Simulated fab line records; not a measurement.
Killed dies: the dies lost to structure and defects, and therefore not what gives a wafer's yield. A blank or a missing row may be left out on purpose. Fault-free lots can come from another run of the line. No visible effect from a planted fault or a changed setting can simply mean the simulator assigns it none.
One fault seen from 2 desks | flow nand harc | numbers are kept per desk, each desk with only its own; the story behind them comes last

METROLOGY DESK
What the gauges read for every lot (on any tool): the sampled wafers with a number, averaged. A lot is out of limits, marked OUT, if its mean lies more than 4 standard deviations from the usual mean; the brackets give that distance.
Columns: A = thk nm at NHARC_A_ONON_D1_THK_MEAS_02, usual 1002 nm; B = thk nm at NHARC_A_ONON_D1_THK_MEAS_08, usual 999 nm
lot  | first seen here | A    | B
L392 | day 8 03:07     | 1003 | 994
L394 | day 8 22:06     | 1002 | 986
L398 | day 11 20:39    | 1004 | 985
L401 | day 12 03:57    | 1000 | 881 (-12) OUT
L402 | day 12 11:25    | 1008 | 686 (-31) OUT
L403 | day 12 15:49    | 989  | 780 (-22) OUT
L405 | day 13 13:41    | 1015 | 983
L409 | day 15 10:53    | 1004 | 994
L410 | day 15 10:53    | 987  | 1000
L411 | day 15 23:24    | 995  | 1003
L413 | day 17 00:12    | 996  | 988
L412 | day 17 00:23    | 1007 | 999
L414 | day 17 13:23    | 998  | 1009
This desk finds L401, L402, L403 out of limits, L401 being first, at day 12 05:05 (thk nm at NHARC_A_ONON_D1_THK_MEAS_08). Within limits: L392, L394, L398, L405, L409, L410, L411, L413, L412, L414.

TOOL OWNER'S DESK, pecvd onon-02
The tool's own readings at NHARC_A_ONON_D1_DEP_06 (target thk 1000 nm): means of the sampled wafers that have a number, for each lot that ran on this tool. A lot is out of limits, marked OUT, if its mean lies more than 4 standard deviations from the usual mean; the brackets give that distance.
Columns: A = n2o flow sccm at NHARC_A_ONON_D1_DEP_06, usual 2002 sccm; B = nh3 flow sccm at NHARC_A_ONON_D1_DEP_06, usual 499.9 sccm
lot  | first seen here | A    | B
L392 | day 8 03:44     | 1998 | 500.9
L401 | day 12 04:41    | 1996 | 500.1
L402 | day 12 12:02    | 2001 | 498.6
L403 | day 12 16:42    | 2008 | 499.7
L411 | day 16 00:01    | 2004 | 499.5
L413 | day 17 01:04    | 2002 | 500.4
L412 | day 17 01:18    | 2000 | 499.3
L414 | day 17 14:04    | 2003 | 501.0
This desk's verdict: no lot among the 8 shows anything out of limits.

TAKEN TOGETHER
At day 12 05:05 the metrology desk could have sounded an alarm, on L401, L402, L403.
Nothing out of limits was seen by the tool owner's desk.
Tool owner's desk: L401, L402, L403 on record, inside its limits.
On pecvd onon-02, each named lot ran NHARC_A_ONON_D1_DEP_06.

WHAT HAD BEEN PUT IN BY THE SIMULATOR
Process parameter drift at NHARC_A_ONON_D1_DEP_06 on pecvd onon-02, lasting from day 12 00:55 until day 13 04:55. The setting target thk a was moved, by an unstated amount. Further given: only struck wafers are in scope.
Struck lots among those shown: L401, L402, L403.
Per desk, hours elapsed from the start of the fault to the first reading out of limits: for the metrology desk, 4.
